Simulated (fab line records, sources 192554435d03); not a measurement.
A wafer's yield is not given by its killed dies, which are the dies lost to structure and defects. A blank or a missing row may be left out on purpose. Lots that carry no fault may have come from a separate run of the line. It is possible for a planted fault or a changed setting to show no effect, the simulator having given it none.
Matching of chambers ; flow n5 finfet ; N5_BEOL_M8_CMP_52 on cmp-03 has 4 sister chambers
The step polishes, stops on SiCOH lowk, t overpolish 6.9 s, target thk 80 nm. 4 wafers are shown with their chamber, then 8 later ones without.

## WAFERS, EACH WITH ITS CHAMBER
wafer;chamber;motor current A (A)
L262.4;1;6.1
L260.4;2;7.1
L271.3;3;4.9
L270.1;0;7.0

## WAFERS MISSING THEIR CHAMBER
wafer;motor current A (A)
L270.3;6.5
L270.6;4.8
L273.3;6.8
L273.5;5.2
L273.6;7.3
L275.2;6.7
L275.3;5.0
L275.4;6.5

## WHICH CHAMBER EACH ONE RAN IN
wafer;from the rows above;in truth
L270.3;can't be placed: 1 or 0 or 2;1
L270.6;3;3
L273.3;can't be placed: 0 or 2 or 1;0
L273.5;3;3
L273.6;can't be placed: 2 or 0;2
L275.2;can't be placed: 0 or 2 or 1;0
L275.3;3;3
L275.4;can't be placed: 1 or 0 or 2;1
Placed correctly: 3 of 8. From these rows, 5 cannot be placed; in 5 the true chamber is one of the candidates. Wrongly placed: 0.
How it was worked out, from the rows above alone: a wafer's distance from a chamber is the root of the sum, over the readings, of the square of ((its reading less the chamber's mean) divided by the reading's scatter). If the next closest chamber is less than 2 further off than the closest, the wafer can't be placed; otherwise it belongs to the closest. For every chamber, the mean is computed from those of its wafers that are shown. The scatter: root of mean squared gap, hidden wafer to nearest shown wafer, with one shown wafer a chamber.
